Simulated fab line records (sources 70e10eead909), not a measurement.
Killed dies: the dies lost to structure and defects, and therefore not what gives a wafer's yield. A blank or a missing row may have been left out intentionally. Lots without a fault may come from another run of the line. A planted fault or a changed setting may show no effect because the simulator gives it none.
Matching of chambers :: flow nand-harc :: NHARC_A_CONTACT_ETCH_50 on rie-diel-04 has 4 sister chambers
The step etches the open film in CF4/CHF3, target depth 121 nm, time 60.5 s. 4 wafers are shown with their chamber, then 7 later ones without.

## WAFERS PAIRED WITH THEIR CHAMBERS
wafer: L750.1
chamber: 1
drypump-motor-current-A (A): 6.4

wafer: L750.4
chamber: 0
drypump-motor-current-A (A): 4.8

wafer: L759.1
chamber: 2
drypump-motor-current-A (A): 6.4

wafer: L759.3
chamber: 3
drypump-motor-current-A (A): 6.5

## WAFERS MISSING THEIR CHAMBER
wafer: L759.5
drypump-motor-current-A (A): 4.8

wafer: L767.1
drypump-motor-current-A (A): 6.5

wafer: L767.2
drypump-motor-current-A (A): 6.5

wafer: L767.6
drypump-motor-current-A (A): 6.5

wafer: L768.1
drypump-motor-current-A (A): 6.4

wafer: L768.2
drypump-motor-current-A (A): 6.5

wafer: L768.3
drypump-motor-current-A (A): 4.9

## WHICH CHAMBER EACH WENT THROUGH
wafer: L759.5
from the rows above: 0
in truth: 0

wafer: L767.1
from the rows above: 3
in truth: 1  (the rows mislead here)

wafer: L767.2
from the rows above: 3
in truth: 3

wafer: L767.6
from the rows above: 3
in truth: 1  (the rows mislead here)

wafer: L768.1
from the rows above: can't be placed: 1 or 2
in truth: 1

wafer: L768.2
from the rows above: 3
in truth: 3

wafer: L768.3
from the rows above: 0
in truth: 0
Placed correctly: 4 of 7. Unplaceable from these rows: 1, with the true chamber sitting among the candidates in 1. Wrongly placed: 2.
How it was worked out, from the rows above alone: a wafer's distance from a chamber is the root of the sum, over the readings, of the square of ((its reading less the chamber's mean) divided by the reading's scatter). The wafer belongs to the nearest chamber; if the next one is less than 2 further off, it can't be placed. Each chamber's mean is taken over the wafers shown for it. The scatter (one wafer shown for each chamber): square how far every hidden wafer sits from the nearest shown wafer, average those squares and take the square root.
